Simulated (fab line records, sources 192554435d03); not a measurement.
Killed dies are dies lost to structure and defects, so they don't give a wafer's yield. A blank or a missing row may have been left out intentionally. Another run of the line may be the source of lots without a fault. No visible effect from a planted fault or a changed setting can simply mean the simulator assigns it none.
Chamber matching    flow n5-finfet    4 sister chambers for N5_BEOL_M5_STRIP_64 on rie-diel-05
The step strips in CF4. 4 wafers are shown with their chamber, then 7 later ones without.

== WAFERS, EACH WITH ITS CHAMBER ==
wafer   chamber  drypump-motor-current-A (A)
L086.3  2        6.3
L086.4  3        6.0
L086.5  1        5.1
L088.1  0        5.3

== WAFERS WITHOUT THEIR CHAMBER ==
wafer   drypump-motor-current-A (A)
L088.2  6.4
L088.5  5.1
L095.5  6.3
L095.6  5.3
L097.2  5.3
L097.4  6.0
L097.5  5.1

== WHICH CHAMBER EACH ONE RAN IN ==
wafer   from the rows above  in truth
L088.2  2                    2
L088.5  1                    1
L095.5  2                    2
L095.6  0                    0
L097.2  0                    0
L097.4  3                    3
L097.5  1                    1
Correct placement for 7 of the 7. Can't be placed from these rows: 0. Number placed wrongly: 0.
How it was worked out, from the rows above alone: a wafer's distance from a chamber is the root of the sum, over the readings, of the square of ((its reading less the chamber's mean) divided by the reading's scatter). The wafer belongs to the nearest chamber; if the next one is less than 2 further off, it can't be placed. For every chamber, the mean is computed from those of its wafers that are shown. The scatter: root of mean squared gap, hidden wafer to nearest shown wafer, with one shown wafer a chamber.
